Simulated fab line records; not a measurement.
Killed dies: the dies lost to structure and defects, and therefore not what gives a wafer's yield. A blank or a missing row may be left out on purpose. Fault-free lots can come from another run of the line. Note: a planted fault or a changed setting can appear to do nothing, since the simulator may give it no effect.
fab line records + flow n5Finfet
record:
- lots: 5
- wafers: 15
- lastDay: 18
route steps=1938 shown BEOL_M11@1597 BEOL_M12@1602 PASSIVATION@1936
lots with no fault: from the same line, run without faults
startH: the number of hours between the record's first day and the start of the first shown wafer of the lot + waitH: time in hours since the lot's previous step + " unchanged from the row above + L1.1+2: several wafers, shown together as one row + - no value, or no start given + * or withheld: withheld + < > ~ a bound
route shown NAME@n: NAME is a module with steps in the file, n the number in the route of the first one + usual: average and standard deviation across the fault-free wafers + same: alike in all rows + chamber/n: place in a boat + sites: the reading at each site + _std_site: standard deviation across them + _edge_site: mean of outer sites minus mean of inner sites + radiusMm: how far each site lies from the wafer's centre + mask NAME#n: copy n + behind: tool/chamber where the wafer was last shaped + hold: cause of the lot's hold/its duration in hours/its outcome + device: whichever transistor did not switch (one of n, p or np) + end of line: the route-end tests of the same wafers + a step without rows: its recipe alone + killed: dies that structure and defects cost at the first sort, which is not the same as the wafer's yield + map: a wafer's dies, x killed, . not, _ none there
set.NAME: the setting as run; set.NAME@STEP: as run at that earlier step + model.NAME: the simulator's own value behind a step, which no gauge read
certain route steps with their lots: each step a table, each wafer a row
services: from which hour (startH, from the record's first day; less than 0 if before it) a tool's chamber was out of use, for how many hours, and why
== steps ==
step: N5_BEOL_M11_THK_MEAS_53
recipe:
- thkMeasGauge: xrf
- reads: Cu_of_BEOL_M11_ECD_50
usual:
- M11_THK: 138/3.9
| lot.wafer | tool         | chamber | startH | waitH | M11_THK[nm] |
|-----------|--------------|---------|--------|-------|-------------|
| L417.2    | filmMetro-01 | -       | 283.48 | -     | 134         |
| L417.3    | "            | -       | "      | "     | 141         |
| L417.4    | "            | -       | "      | "     | 131         |
| L419.1    | filmMetro-02 | -       | 297.86 | -     | 140         |
| L419.5    | "            | -       | "      | "     | 144         |
| L419.6    | "            | -       | "      | "     | 133         |
| L426.4    | filmMetro-02 | -       | 336.00 | -     | 144         |
| L426.5    | "            | -       | "      | "     | 143         |
| L426.6    | "            | -       | "      | "     | 133         |
| L431.3    | filmMetro-02 | -       | 380.45 | -     | 141         |
| L431.4    | "            | -       | "      | "     | 142         |
| L431.6    | "            | -       | "      | "     | 137         |
| L433.2    | filmMetro-02 | -       | 388.00 | -     | 141         |
| L433.4    | "            | -       | "      | "     | 137         |
| L433.6    | "            | -       | "      | "     | 142         |
step: N5_BEOL_M11_PRE_CLEAN_55
recipe:
- gas: NH3
- timeS: 15
- tempC: withheld
- rfPowerW: 300
step: N5_BEOL_M11_DEP_56
recipe:
- material: SiCN
- targetThkA: 300
- tempC: withheld
- precursor: 3MS/NH3
- pressureTorr: 3
- rfW: 675
- timeS: 10.5
usual:
- rfFwdPowerW: 666.2/2.4
- showerheadPlenumPTorr: 4.145/0.013
- throttleValvePct: 17.2/1.2
same:
- timeS: 10.5
| lot.wafer | tool     | chamber | startH | waitH | rfFwdPowerW | showerheadPlenumPTorr | sinceWetCleanH | throttleValvePct |
|-----------|----------|---------|--------|-------|-------------|-----------------------|----------------|------------------|
| L417.2    | pecvd-02 | 1       | 283.54 | 0.0   | 669.3       | 4.147                 | 1531           | 17.0             |
| L417.3    | "        | 2       | "      | "     | 666.5       | 4.136                 | 52             | 15.5             |
| L417.4    | "        | 1       | "      | "     | 670.1       | 4.147                 | -              | 17.0             |
| L419.1    | pecvd-02 | 2       | 297.93 | 0.0   | 666.6       | 4.148                 | 67             | 15.6             |
| L419.5    | "        | 2       | "      | "     | 669.3       | 4.148                 | -              | 15.5             |
| L419.6    | "        | 0       | "      | "     | 665.2       | 4.132                 | -              | 16.8             |
| L426.4    | pecvd-04 | 2       | 336.07 | 0.0   | 664.0       | 4.139                 | -              | 18.0             |
| L426.5    | "        | 1       | "      | "     | 668.2       | 4.120                 | -              | 18.3             |
| L426.6    | "        | 0       | "      | "     | 663.4       | 4.178                 | -              | 17.7             |
| L431.3    | pecvd-02 | 1       | 380.51 | 0.0   | 668.3       | 4.137                 | 1628           | 16.9             |
| L431.4    | "        | 1       | "      | "     | 668.0       | 4.157                 | -              | 17.2             |
| L431.6    | "        | 0       | "      | "     | 667.2       | 4.139                 | -              | 16.7             |
| L433.2    | pecvd-03 | 1       | 388.06 | 0.0   | 667.6       | 4.128                 | 1817           | 19.5             |
| L433.4    | "        | 1       | "      | "     | 670.0       | 4.135                 | -              | 19.4             |
| L433.6    | "        | 2       | "      | "     | 664.3       | 4.145                 | -              | 16.4             |
step: N5_BEOL_M11_RS_MEAS_57
recipe:
- thkMeasGauge: four-point-probe
- reads: Cu_of_BEOL_M11_ECD_50+Co_of_BEOL_M11_CVD_75+TaN_of_BEOL_M11_ALD_74
usual:
- M11_RS: 0.153/0.0045
| lot.wafer | tool         | chamber | startH | waitH | M11_RS[ohm/sq] |
|-----------|--------------|---------|--------|-------|----------------|
| L417.2    | filmMetro-02 | -       | 283.60 | 0.0   | 0.156          |
| L417.3    | "            | -       | "      | "     | 0.148          |
| L417.4    | "            | -       | "      | "     | 0.160          |
| L419.1    | filmMetro-02 | -       | 297.99 | 0.0   | 0.151          |
| L419.5    | "            | -       | "      | "     | 0.147          |
| L419.6    | "            | -       | "      | "     | 0.161          |
| L426.4    | filmMetro-01 | -       | 336.12 | 0.0   | 0.145          |
| L426.5    | "            | -       | "      | "     | 0.146          |
| L426.6    | "            | -       | "      | "     | 0.158          |
| L431.3    | filmMetro-02 | -       | 380.58 | 0.0   | 0.153          |
| L431.4    | "            | -       | "      | "     | 0.150          |
| L431.6    | "            | -       | "      | "     | 0.157          |
| L433.2    | filmMetro-02 | -       | 388.13 | 0.0   | 0.151          |
| L433.4    | "            | -       | "      | "     | 0.156          |
| L433.6    | "            | -       | "      | "     | 0.150          |
step: N5_BEOL_M11_INSPECT_58
recipe:
- inspectInstrument: darkfield
- mode: postDep
usual:
- rawDefectCount: 68/21
| lot.wafer | tool             | chamber | startH | waitH | rawDefectCount |
|-----------|------------------|---------|--------|-------|----------------|
| L417.2    | defectInspect-01 | -       | 283.63 | 0.0   | 52             |
| L417.3    | "                | -       | "      | "     | 61             |
| L417.4    | "                | -       | "      | "     | 61             |
| L419.1    | defectInspect-02 | -       | 298.02 | 0.0   | 61             |
| L419.5    | "                | -       | "      | "     | 45             |
| L419.6    | "                | -       | "      | "     | 39             |
| L426.4    | defectInspect-01 | -       | 336.15 | 0.0   | 78             |
| L426.5    | "                | -       | "      | "     | 101            |
| L426.6    | "                | -       | "      | "     | 74             |
| L431.3    | defectInspect-02 | -       | 380.60 | 0.0   | 93             |
| L431.4    | "                | -       | "      | "     | 68             |
| L431.6    | "                | -       | "      | "     | 68             |
| L433.2    | defectInspect-02 | -       | 388.15 | 0.0   | 73             |
| L433.4    | "                | -       | "      | "     | 50             |
| L433.6    | "                | -       | "      | "     | 49             |
step: N5_BEOL_M12_ILD_DEP_00
recipe:
- material: SiOC
- targetThkA: 6589.2
- tempC: 350
- precursor: DEMS/O2
- pressureTorr: 5
- rfW: 500
- timeS: 130.7
usual:
- heaterPowerW: 476/90
- rfFwdPowerW: 497.6/1.7
- showerheadPlenumPTorr: 5.691/0.011
- susceptorTempC: 350.00/0.21
- throttleValvePct: 11.6/0.74
same:
- timeS: 130.7
| lot.wafer | tool     | chamber | startH | waitH | heaterPowerW | rfFwdPowerW | showerheadPlenumPTorr | sinceWetCleanH | susceptorTempC | throttleValvePct |
|-----------|----------|---------|--------|-------|--------------|-------------|-----------------------|----------------|----------------|------------------|
| L417.2    | pecvd-03 | 2       | 283.67 | 0.0   | 520          | 498.6       | 5.675                 | 234            | 350.25         | 10.9             |
| L417.3    | "        | 0       | "      | "     | 500          | 498.2       | 5.693                 | -              | 350.08         | 11.9             |
| L417.4    | "        | 2       | "      | "     | 397          | 497.0       | 5.704                 | -              | 350.10         | 10.7             |
| L419.1    | pecvd-02 | 0       | 298.06 | 0.0   | 451          | 498.1       | 5.682                 | 821            | 350.08         | 11.2             |
| L419.5    | "        | 0       | "      | "     | 464          | 496.4       | 5.690                 | -              | 349.77         | 10.9             |
| L419.6    | "        | 2       | "      | "     | 562          | 498.0       | 5.692                 | -              | 349.95         | 10.2             |
| L426.4    | pecvd-01 | 1       | 336.23 | 0.1   | 628          | 499.6       | 5.702                 | -              | 350.09         | 12.3             |
| L426.5    | "        | 2       | "      | "     | 328          | 495.4       | 5.692                 | -              | 350.14         | 11.9             |
| L426.6    | "        | 0       | "      | "     | 408          | 495.4       | 5.711                 | -              | 349.86         | 11.3             |
| L431.3    | pecvd-01 | 2       | 380.64 | 0.0   | 365          | 496.4       | 5.706                 | 512            | 350.34         | 12.1             |
| L431.4    | "        | 2       | "      | "     | 389          | 495.7       | 5.701                 | -              | 349.79         | 11.7             |
| L431.6    | "        | 0       | "      | "     | 381          | 497.2       | 5.691                 | -              | 349.83         | 11.6             |
| L433.2    | pecvd-03 | 1       | 388.19 | 0.0   | 432          | 496.8       | 5.685                 | 1817           | 350.05         | 12.7             |
| L433.4    | "        | 1       | "      | "     | 431          | 499.8       | 5.675                 | -              | 350.28         | 13.0             |
| L433.6    | "        | 0       | "      | "     | 488          | 498.4       | 5.686                 | -              | 350.19         | 11.7             |
step: N5_BEOL_M12_THK_MEAS_01
recipe:
- reads: SiOC_of_BEOL_M12_ILD_DEP_00
usual:
- M12_ILD_THK: 652/10
| lot.wafer | tool         | chamber | startH | waitH | M12_ILD_THK[nm] |
|-----------|--------------|---------|--------|-------|-----------------|
| L417.2    | filmMetro-02 | -       | 283.85 | 0.1   | 654             |
| L417.3    | "            | -       | "      | "     | 662             |
| L417.4    | "            | -       | "      | "     | 661             |
| L419.1    | filmMetro-02 | -       | 298.19 | 0.1   | 645             |
| L419.5    | "            | -       | "      | "     | 674             |
| L419.6    | "            | -       | "      | "     | 673             |
| L426.4    | filmMetro-02 | -       | 336.32 | 0.0   | 654             |
| L426.5    | "            | -       | "      | "     | 656             |
| L426.6    | "            | -       | "      | "     | 643             |
| L431.3    | filmMetro-02 | -       | 380.77 | 0.1   | 634             |
| L431.4    | "            | -       | "      | "     | 638             |
| L431.6    | "            | -       | "      | "     | 645             |
| L433.2    | filmMetro-01 | -       | 388.32 | 0.1   | 649             |
| L433.4    | "            | -       | "      | "     | 657             |
| L433.6    | "            | -       | "      | "     | 674             |
step: N5_BEOL_M12_COAT_58
recipe:
- resist: BARC
- tempC: 205
- timeS: 60
- spinRpm: 1500
- resistThkNm: 89
step: N5_BEOL_M12_COAT_04
recipe:
- spinRpm: 1625
- resistThkNm: 400
step: N5_BEOL_M12_EBR_06
recipe:
- solvent: PGMEA
- ebrWidthMm: 1.5
step: N5_BEOL_M12_SOFTBAKE_05
recipe:
- tempC: 130
- timeS: 60
step: N5_BEOL_M12_EXPOSE_07
recipe:
- maskId: V11
- na: 0.93
- sourceShape: conventional
- sigmaOuter: 0.6
- polarization: unpolarized
- attpsmPhaseDeg: 180
- doseMj: 32.5
step: N5_BEOL_M12_PEB_08
recipe:
- pebTempC: 130
- pebTimeS: 90
usual:
- heaterPowerTotalW: 172.4/0.79
- plateTempC: 129.97/0.15
| lot.wafer | tool          | chamber | startH | waitH | heaterPowerTotalW | plateTempC |
|-----------|---------------|---------|--------|-------|-------------------|------------|
| L417.2    | lithoTrack-02 | 0       | 284.03 | 0.0   | 173.3             | 130.11     |
| L417.3    | "             | 0       | "      | "     | 171.9             | 129.94     |
| L417.4    | "             | 0       | "      | "     | 173.0             | 129.80     |
| L419.1    | lithoTrack-01 | 0       | 298.38 | 0.1   | 172.8             | 130.14     |
| L419.5    | "             | 0       | "      | "     | 172.3             | 130.10     |
| L419.6    | "             | 0       | "      | "     | 172.8             | 130.11     |
| L426.4    | lithoTrack-02 | 0       | 336.63 | 0.0   | 180.5             | -          |
| L426.5    | "             | 0       | "      | "     | 181.7             | -          |
| L426.6    | "             | 0       | "      | "     | 172.8             | 130.06     |
| L431.3    | lithoTrack-03 | 0       | 380.96 | 0.0   | 172.1             | 129.92     |
| L431.4    | "             | 0       | "      | "     | 172.7             | 129.72     |
| L431.6    | "             | 0       | "      | "     | 172.9             | 129.74     |
| L433.2    | lithoTrack-01 | 0       | 388.51 | 0.0   | 172.1             | 130.17     |
| L433.4    | "             | 0       | "      | "     | 171.6             | 130.00     |
| L433.6    | "             | 0       | "      | "     | 172.8             | 130.17     |
step: N5_BEOL_M12_DEVELOP_09
recipe:
- developTimeS: 45
- rinseLiquid: diw
- dry: airSpin
- devTempC: 21
step: N5_PASSIVATION_PROBE_49
usual:
- defectLimitedYield: 91.3/1.4
- killed_at_M0_to_M3: 33/9.9
- killed_at_M4_up: 15/5.6
- killedAtContacts: 13/5.7
- killedAtFrontEnd: 38/12
- killedAtOther: 4/3.1
- killedDies: 103/17
- killedOpen: 66/13
- killedShort: 32/7.8
- sort_bin_4_leakage: 0.02/0.16
- sort_bin_5_function: 5.1/0.95
- sort_bin_6_memory: 3.2/0.68
- sortNPass: 1077/17
- sortYieldPct: 91.3/1.5
same:
- grossDies: 1180
- killedAtBackSide: 0
- sort_bin_8_speed[%]: 0
| lot.wafer | tool      | chamber | startH | waitH | defectLimitedYield[%] | killed_at_M0_to_M3 | killed_at_M4_up | killedAtContacts | killedAtFrontEnd | killedAtOther | killedDies | killedOpen | killedShort | sort_bin_4_leakage[%] | sort_bin_5_function[%] | sort_bin_6_memory[%] | sortNPass | sortYieldPct[%] |
|-----------|-----------|---------|--------|-------|-----------------------|--------------------|-----------------|------------------|------------------|---------------|------------|------------|-------------|-----------------------|------------------------|----------------------|-----------|-----------------|
| L419.1    | prober-01 | -       | 340.32 | 0.0   | 90.0                  | 50                 | 15              | 7                | 42               | 4             | 118        | 60         | 51          | 0                     | 5.8                    | 3.6                  | 1062      | 90.0            |
| L419.5    | prober-01 | -       | 340.52 | 0.2   | 93.3                  | 32                 | 16              | 11               | 18               | 2             | 79         | 51         | 24          | 0                     | 3.6                    | 2.9                  | 1101      | 93.3            |
| L419.6    | prober-01 | -       | 340.57 | 0.3   | 91.6                  | 37                 | 26              | 11               | 24               | 1             | 99         | 70         | 24          | 0                     | 5.3                    | 2.9                  | 1081      | 91.6            |
killed by level:class
L419.1 BEOL_M3:geometricParticle:open=10 FIN_SAQP:geometricParticle:short=9 BEOL_M2:geometricParticle:open=9 BEOL_M0_SAQP:geometricParticle:short=6 STI_FIN_REVEAL:geometricParticle:open=5 BEOL_M0_SAQP:geometricParticle:open=5 BEOL_M1:geometricParticle:open=5 STARTING-WAFER:geometricParticle:short=5
L419.5 MOL_CONTACT_COAG:geometricParticle:open=10 STI_FIN_REVEAL:geometricParticle:open=9 BEOL_M0_SAQP:geometricParticle:short=9 BEOL_M0_SAQP:geometricParticle:open=6 BEOL_M4:geometricParticle:open=4 BEOL_M5:geometricParticle:open=4 FIN_SAQP:geometricParticle:short=3 BEOL_M0:geometricParticle:open=3
L419.6 BEOL_M4:geometricParticle:open=12 STI_FIN_REVEAL:geometricParticle:open=10 MOL_CONTACT_COAG:geometricParticle:open=9 BEOL_M3:geometricParticle:open=9 BEOL_M0_SAQP:geometricParticle:short=6 BEOL_M2:geometricParticle:open=6 BEOL_M5:geometricParticle:open=5 FIN_SAQP:geometricParticle:open=4
== services ==
| tool     | chamber | startH | hours | kind          |
|----------|---------|--------|-------|---------------|
| pecvd-04 | 0       | 262.33 | 5.5   | scheduledDown |
| pecvd-01 | 2       | 263.32 | 2.1   | scheduledDown |
| pecvd-04 | -       | 270.79 | 3.2   | repair        |
| pecvd-01 | 2       | 272.76 | 7.5   | repair        |
| pecvd-03 | 1       | 281.86 | 19.3  | repair        |
| pecvd-04 | 0       | 286.04 | 5.0   | scheduledDown |
| pecvd-01 | 2       | 310.46 | 16.5  | scheduledDown |
| pecvd-01 | -       | 316.00 | 14.6  | pm            |
| pecvd-04 | -       | 368.61 | 28.1  | pm            |
== key ==
firstSign:
- step: N5_BEOL_M12_PEB_08
- reading: heaterPowerTotalW
- direction: up
- sigmas: 11
- usual: *
- struck: *
effect none on later readings
metAt N5_BEOL_M12_PEB_08
struckWafers L426.4,L426.5
onsetBetween 284.03 336.63
fault:
- kind: processParameterDrift
- tool: lithoTrack-02
- chamber: -
- onsetH: 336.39
- steps: N5_BEOL_M12_PEB_08
- channel: pebTimeS
- offset: *
- shape: step
- endH: 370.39
- scope: struckWafersOnly
- actsIn: *
- stated: *
